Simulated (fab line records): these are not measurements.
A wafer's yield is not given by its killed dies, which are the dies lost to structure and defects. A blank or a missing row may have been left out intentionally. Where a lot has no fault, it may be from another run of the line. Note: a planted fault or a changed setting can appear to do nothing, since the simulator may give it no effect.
A struck lot beside a sound one | flow nandHarc | 40 steps out of a route of 1159
Sound: wafers L962.2, L962.3, L962.6. Struck: wafer L969.3 (left out: L969.2, L969.6 of the same lot, which were not struck); the cause appears at the end.
Per side, at each step with rows, come the tool, then ch with its chambers, and then its first start. Under that, the readings that differ: sound wafers | struck wafers | difference of the means | sigmas: that difference in standard deviations of wafers without a fault.
alike: a reading whose means differ by less than 2 such deviations, as well as words and numbers matching on both sides. not compared: withheld readings; readings where some wafer has no value; bounds like >300 that might hide an equal value; numbers whose values overlap and for which the record gives no deviation.
The two part at a step that has a row with sigmas, a row that says differs or no value, or rows on one side only. When numbers do not overlap yet have no deviation, they are printed without sigmas and do not part them. A reading that every wafer of one side lacks parts them only if that side has two wafers or more.

NHARC_P_CONTACT_OVL_MEAS_13:
  struck on overlay-02, day 9 10:44; sound on overlay-02, day 7 19:41
  alike: overlayXNm, overlayYNm
NHARC_P_CONTACT_INSPECT_14:
  struck on defectInspect-02, day 9 10:46; sound on defectInspect-01, day 7 19:43
  alike: rawDefectCount
NHARC_P_CONTACT_DESCUM_17: chemistry O2, time 3 s.
  sound on rieDiel-04 ch 2,3, day 7 19:47; struck on rieDiel-04 ch 1, day 9 10:51
reading                      | sound             | struck | difference | sigmas
oesProductAu (a.u.)          | 0.998 1.024 1.022 | 0.988  | -0.027     | -2
showerheadPlenumPTorr (Torr) | 1.79 1.83 1.83    | 2.01   | +0.19      | +2
  alike: chamberPressureMTorr, drypumpMotorCurrentA, rfVppV, throttleValvePct
  not compared: rfHoursCounterH
then, 5 steps without rows for these wafers: NHARC_P_CONTACT_ETCH_35 (etches the open film in CF4, target depth 39 nm, time 65 s); NHARC_P_CONTACT_ETCH_36 (etches the open film in N2/H2, target depth 260 nm, time 406.25 s); NHARC_P_CONTACT_ETCH_18 (etches the open film in C4F8/O2/Ar, target depth 481 nm, time 240.5 s); NHARC_P_CONTACT_STRIP_37 (strips in C4F8/O2/Ar); NHARC_P_CONTACT_ETCH_31 (etches the open film in CH3F/O2, target depth 30 nm, time 85.7 s).
NHARC_P_CONTACT_CD_MEAS_19:
  struck on cdSem-02, day 9 11:42; sound on cdSem-01, day 7 20:40
  alike: cdNm
then, 3 steps without rows for these wafers: NHARC_P_CONTACT_STRIP_28 (strips in O2); NHARC_P_CONTACT_STRIP_29 (strips in post etch residue remover, time 1200 s); NHARC_P_CONTACT_DEGAS_38 (time 60 s).
NHARC_P_CONTACT_PRE_CLEAN_39: time 19.5 s.
  struck on pvdSputter-03, day 9 12:28; sound on pvdSputter-03, day 7 21:26
NHARC_P_CONTACT_PVD_32: deposits Ti, target thk 5 nm, time 17.7 s.
  sound on pvdSputter-03; struck on pvdSputter-03
  alike: throttleValvePct
then, 2 steps without rows for these wafers: NHARC_P_CONTACT_ALD_22 (deposits TiN, target thk 3 nm, pulse time 1 s, ald cycles 150); NHARC_P_CONTACT_CVD_23 (deposits W, target thk 200 nm, time 557 s).
NHARC_P_CONTACT_CMP_24: polishes, t overpolish 30 s, target thk 200 nm.
  sound on cmp-02 ch 0,1,2, day 7 22:28; struck on cmp-04 ch 1, day 9 18:23
  alike: motorCurrentA, overpolishRunS, slurryFilterDpKPa, timeToEndpointS
then, 11 steps without rows for these wafers: NHARC_P_CONTACT_SRD_26; NHARC_P_M0_DEP_00 (deposits SiOC, target thk 150 nm); NHARC_P_M0_DEHYDRATE_01 (time 120 s); NHARC_P_M0_HMDS_02 (time 30 s); NHARC_P_M0_COAT_33 (time 65 s); NHARC_P_M0_COAT_03 (resist thk 90 nm); NHARC_P_M0_SOFTBAKE_04 (time 55 s); NHARC_P_M0_EBR_05; NHARC_P_M0_EXPOSE_06 (exposes mask P M0, target cd 90 nm); NHARC_P_M0_PEB_07 (peb time 65 s); NHARC_P_M0_DEVELOP_08 (develop time 35 s).
NHARC_P_M0_CD_MEAS_09 targets a cd of 90 nm.
  sound on cdSem-01 ch 0, day 7 23:49; struck on cdSem-03 ch 0, day 9 19:32
reading   | sound          | struck | difference | sigmas
cdNm (nm) | 89.9 89.8 88.3 | 90.6   | +1.3       | +2
NHARC_P_M0_OVL_MEAS_10: pitch 180 nm.
  struck on overlay-01, day 9 19:37; sound on overlay-02, day 7 23:54
  alike: overlayXNm, overlayYNm
then, 3 steps without rows for these wafers: NHARC_P_M0_DESCUM_14 (chemistry O2, time 3 s); NHARC_P_M0_ETCH_34 (etches the open film in N2/H2, target depth 40 nm, overetch 12 nm, time 43.94 s); NHARC_P_M0_ETCH_15 (etches the open film in C4F8/Ar, target depth 150 nm, overetch 15 nm, time 82.5 s).
NHARC_P_M0_CD_MEAS_16:
  struck on cdSem-03, day 9 20:01; sound on cdSem-01, day 8 00:18
  alike: cdNm
then, 2 steps without rows for these wafers: NHARC_P_M0_STRIP_18 (strips in N2/H2); NHARC_P_M0_STRIP_19 (strips in post etch residue remover, time 600 s).
NHARC_P_M0_DEGAS_28: time 60 s.
  struck on pvdSputter-01, day 9 20:41; sound on pvdSputter-01, day 8 00:55
  alike: heaterPowerW
then, 1 step without rows for these wafers: NHARC_P_M0_PRE_CLEAN_29 (time 30 s).
NHARC_P_M0_PVD_20: deposits TaN, target thk 5 nm, time 8.06 s.
  sound on pvdSputter-01; struck on pvdSputter-01
  alike: throttleValvePct
-- break in the record here, with 13 days between the starts of the struck wafers on either side (left off in module P_M0, picked up again in module END, where the first step shown is number 1159 on the route) --
NHARC_END_SORT_01:
  at this point the record logs the struck wafers (prober-01 ch 0, day 22 19:01) and has no rows for the sound ones

## WHERE THEY PART
At NHARC_P_CONTACT_DESCUM_17 first; at NHARC_END_SORT_01 last (within this record only).

WHY: what the simulator had put in
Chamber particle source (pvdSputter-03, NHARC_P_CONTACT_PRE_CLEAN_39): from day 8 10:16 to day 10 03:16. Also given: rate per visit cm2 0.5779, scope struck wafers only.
